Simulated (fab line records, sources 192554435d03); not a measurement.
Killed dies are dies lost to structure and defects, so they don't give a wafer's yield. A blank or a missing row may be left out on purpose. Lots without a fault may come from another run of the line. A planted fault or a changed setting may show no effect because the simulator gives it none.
Chamber matching | flow n5_finfet | N5_SPACER0_ALD_08 on ald_sin-04: 4 sister chambers
The step deposits SiNx, target thk 2 nm. 4 wafers are shown with their chamber, then 8 later ones without.

WAFERS WITH THEIR CHAMBER
wafer  | chamber | heater_power_w (W)
L084.3 | 0       | 784
L084.4 | 2       | 997
L084.6 | 3       | 769
L085.2 | 1       | 832

WAFERS WITHOUT THEIR CHAMBER
wafer  | heater_power_w (W)
L085.4 | 790
L085.5 | 792
L088.1 | 790
L088.3 | 851
L088.5 | 785
L089.1 | 1020
L089.5 | 792
L089.6 | 827

WHICH CHAMBER EACH WENT THROUGH
wafer  | from the rows above     | in truth
L085.4 | can't be placed: 0 or 3 | 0
L085.5 | can't be placed: 0 or 3 | 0
L088.1 | can't be placed: 0 or 3 | 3
L088.3 | 1                       | 1
L088.5 | can't be placed: 0 or 3 | 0
L089.1 | 2                       | 2
L089.5 | can't be placed: 0 or 3 | 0
L089.6 | 1                       | 1
Placed correctly: 3 of 8. Can't be placed from these rows: 5 (the true chamber is among the candidates in 5). Placed wrongly: 0.
How it was worked out, from the rows above alone: a wafer's distance from a chamber is the root of the sum, over the readings, of the square of ((its reading less the chamber's mean) divided by the reading's scatter). The wafer belongs to the nearest chamber; if the next one is less than 2 further off, it can't be placed. A chamber's mean is the mean of its shown wafers. The scatter: with one shown wafer a chamber, the root of the mean of the squares of how far each hidden wafer lies from its nearest shown one.
